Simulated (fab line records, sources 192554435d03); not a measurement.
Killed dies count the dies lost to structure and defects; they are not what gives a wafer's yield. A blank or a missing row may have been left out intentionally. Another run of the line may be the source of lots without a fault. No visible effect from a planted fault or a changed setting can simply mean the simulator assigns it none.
Split-lot trial | flow n5_finfet | 39 wafers read across 7 lots, on a route 1938 steps long

## ON THE SPLIT
At N5_BEOL_M2_ETCH_70 (etches SOC in N2/H2, target depth 80 nm, overetch 24 nm, time 130 s), the setting time_s was moved away from the recipe's 130 s on 12 of the 39 wafers read, by -36.9% to +33.3%. For the rest of the wafers, this setting stayed at what the recipe calls for.

The reading is taken at the split's own step.

## THE READING
SiARC_of_BEOL_M2_COAT_68.thk_nm (the simulator's own value, which no gauge read), in nm, at N5_BEOL_M2_ETCH_70 (etches SOC in N2/H2, target depth 80 nm, overetch 24 nm, time 130 s). The file does not state a usual value for it. Here, 27 wafers ran the recipe; their average is 5.7 nm with a standard deviation of 0.3 nm.

wafer  | tool, chamber at the split | time_s as run, s | against the recipe | SiARC_of_BEOL_M2_COAT_68.thk_nm, nm | against lot-mates on the recipe
L078.1 | rie_diel-01, 0             | 130              | recipe             | 5.2                                 | -
L078.2 | rie_diel-01, 2             | 130              | recipe             | 6.2                                 | -
L078.5 | rie_diel-01, 2             | 130              | recipe             | 6.2                                 | -
L078.3 | rie_diel-01, 3             | 81.98            | -36.9%             | 8.2                                 | +2.3
L078.4 | rie_diel-01, 0             | 81.98            | -36.9%             | 7.8                                 | +1.9
L078.6 | rie_diel-01, 3             | 81.98            | -36.9%             | 8                                   | +2.1
L077.1 | rie_diel-06, 3             | 173.3            | +33.3%             | 3.6                                 | -2.1
L077.2 | rie_diel-06, 2             | 173.3            | +33.3%             | 3.4                                 | -2.3
L077.3 | rie_diel-06, 0             | 173.3            | +33.3%             | 4.2                                 | -1.5
L077.4 | rie_diel-06, 1             | 130              | recipe             | 5.6                                 | -
L077.5 | rie_diel-06, 1             | 130              | recipe             | 5.6                                 | -
L077.6 | rie_diel-06, 0             | 130              | recipe             | 6                                   | -
L084.1 | rie_diel-01, 1             | 130              | recipe             | 5.6                                 | -
L084.5 | rie_diel-01, 1             | 130              | recipe             | 5.6                                 | -
L084.2 | rie_diel-01, 0             | 130              | recipe             | 5.2                                 | -
L084.3 | rie_diel-01, 3             | 153.7            | +18.2%             | 4.6                                 | -0.9
L084.4 | rie_diel-01, 2             | 153.7            | +18.2%             | 5.2                                 | -0.3
L084.6 | rie_diel-01, 2             | 153.7            | +18.2%             | 5.2                                 | -0.3
L085.1 | rie_diel-06, 0             | 130              | recipe             | 6.4                                 | -
L085.2 | rie_diel-06, 2,1,2         | 130              | recipe             | 5.6                                 | -
L085.3 | rie_diel-06, 2,1,2         | 130              | recipe             | 5.6                                 | -
L085.5 | rie_diel-06, 2,1,2         | 130              | recipe             | 5.6                                 | -
L085.4 | rie_diel-06, 3             | 130              | recipe             | 5.8                                 | -
L085.6 | rie_diel-06, 3             | 130              | recipe             | 5.8                                 | -
L088.1 | rie_diel-01, 2             | 95.01            | -26.9%             | 7.8                                 | +2.3
L088.2 | rie_diel-01, 3,1           | 130              | recipe             | 5.6                                 | -
L088.6 | rie_diel-01, 3,1           | 130              | recipe             | 5.6                                 | -
L088.3 | rie_diel-01, 0             | 130              | recipe             | 5.4                                 | -
L088.4 | rie_diel-01, 1             | 95.01            | -26.9%             | 7.4                                 | +1.9
L088.5 | rie_diel-01, 0             | 95.01            | -26.9%             | 7                                   | +1.5
L090.2 | rie_diel-02, 3             | 130              | recipe             | 6                                   | -
L090.4 | rie_diel-02, 3             | 130              | recipe             | 6                                   | -
L090.6 | rie_diel-02, 0             | 130              | recipe             | 5.4                                 | -
L089.1 | rie_diel-06, 2,3,2         | 130              | recipe             | 5.8                                 | -
L089.5 | rie_diel-06, 2,3,2         | 130              | recipe             | 5.8                                 | -
L089.6 | rie_diel-06, 2,3,2         | 130              | recipe             | 5.8                                 | -
L089.2 | rie_diel-06, 0             | 130              | recipe             | 6.2                                 | -
L089.3 | rie_diel-06, 1             | 130              | recipe             | 5.6                                 | -
L089.4 | rie_diel-06, 3             | 130              | recipe             | 6                                   | -
Rows listing several chambers each stand for several wafers; the file does not say which wafer went through which chamber.

THE FIT
A straight line over all 39 wafers: SiARC_of_BEOL_M2_COAT_68.thk_nm changes by -0.0589 nm for each +1% of time_s; r = -0.95; the points scatter about the line by 0.32 nm.
The same after taking each lot's own level away (the mean of its wafers on the recipe; 39 wafers): -0.0576 nm for each +1%; r = -0.95; scatter 0.33 nm.
According to that fit, moving time_s by its largest amount changes the reading by 2.1 nm.
Measured against the standard deviation above, the lots' own levels, which go from 5.47 to 5.87 nm, span 1.4 times it.
The two slopes agree, so the slope changes little with the lot-to-lot level.
Check: for one of the wafers moved furthest among these (-36.9%), held out of the fit, the line's prediction against its lot-mates is +2.17 nm. Against them it came out at +2.33 nm.

## ADDITIONAL SPLITS CARRIED BY THESE WAFERS
Other splits were also applied to these wafers ahead of the reading. Each is held against what the fit with the lots' levels taken away leaves over:
other split on the same wafers                    | wafers away from the commonest value | r with SiARC_of_BEOL_M2_COAT_68.thk_nm (lot level and that fit taken away)
N5_PMOS_HMC_CHANNEL_EPI_DEVELOP_08 develop_time_s | 15                                   | +0.02
N5_SD_EPI_P_EPI_21 time_s                         | 9                                    | -0.05
N5_MOL_CONTACT_COAG_ETCHBACK_135 target_depth_a   | 15                                   | -0.04

## THE FILE'S OWN FIT
SiARC_of_BEOL_M2_COAT_68.thk_nm changes by -0.0578 nm for each +1% of time_s, r = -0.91.
